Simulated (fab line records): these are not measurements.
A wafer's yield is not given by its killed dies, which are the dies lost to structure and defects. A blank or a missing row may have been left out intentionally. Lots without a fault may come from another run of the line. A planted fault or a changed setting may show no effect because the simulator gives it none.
Chamber matching + flow n5 finfet + cvd co-01 running N5_BEOL_M4_PRE_CLEAN_60: 3 sister chambers
The step time 15 s. 6 wafers are shown with their chamber, then 8 later ones without.

## WAFERS PAIRED WITH THEIR CHAMBERS
| wafer  | chamber | heater power w (W) |
|--------|---------|--------------------|
| L774.2 | 0       | 94                 |
| L772.6 | 2       | 82                 |
| L780.1 | 1       | 86                 |
| L780.4 | 1       | 81                 |
| L780.5 | 0       | 97                 |
| L783.2 | 2       | 82                 |

## WAFERS WITHOUT THEIR CHAMBER
| wafer  | heater power w (W) |
|--------|--------------------|
| L783.3 | 84                 |
| L783.4 | 88                 |
| L784.1 | 82                 |
| L784.3 | 85                 |
| L784.6 | 88                 |
| L787.1 | 96                 |
| L787.3 | 84                 |
| L787.5 | 85                 |

## WHICH CHAMBER EACH ONE RAN IN
| wafer  | from the rows above          | in truth |
|--------|------------------------------|----------|
| L783.3 | can't be placed: 1 or 2      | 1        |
| L783.4 | can't be placed: 1 or 2 or 0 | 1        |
| L784.1 | can't be placed: 2 or 1      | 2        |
| L784.3 | can't be placed: 1 or 2      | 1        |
| L784.6 | can't be placed: 1 or 2 or 0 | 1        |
| L787.1 | 0                            | 0        |
| L787.3 | can't be placed: 1 or 2      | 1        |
| L787.5 | can't be placed: 1 or 2      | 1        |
Correct placement for 1 of the 8. Cannot be placed on the basis of these rows: 7; the candidates contain the true chamber in 7. 0 placed wrongly.
How it was worked out, from the rows above alone: a wafer's distance from a chamber is the root of the sum, over the readings, of the square of ((its reading less the chamber's mean) divided by the reading's scatter). If the next closest chamber is less than 2 further off than the closest, the wafer can't be placed; otherwise it belongs to the closest. Each chamber's mean is taken over the wafers shown for it. The scatter is the square root of a quotient: the sum, over the shown wafers, of each reading's squared deviation from its chamber's mean, divided by wafers minus chambers.
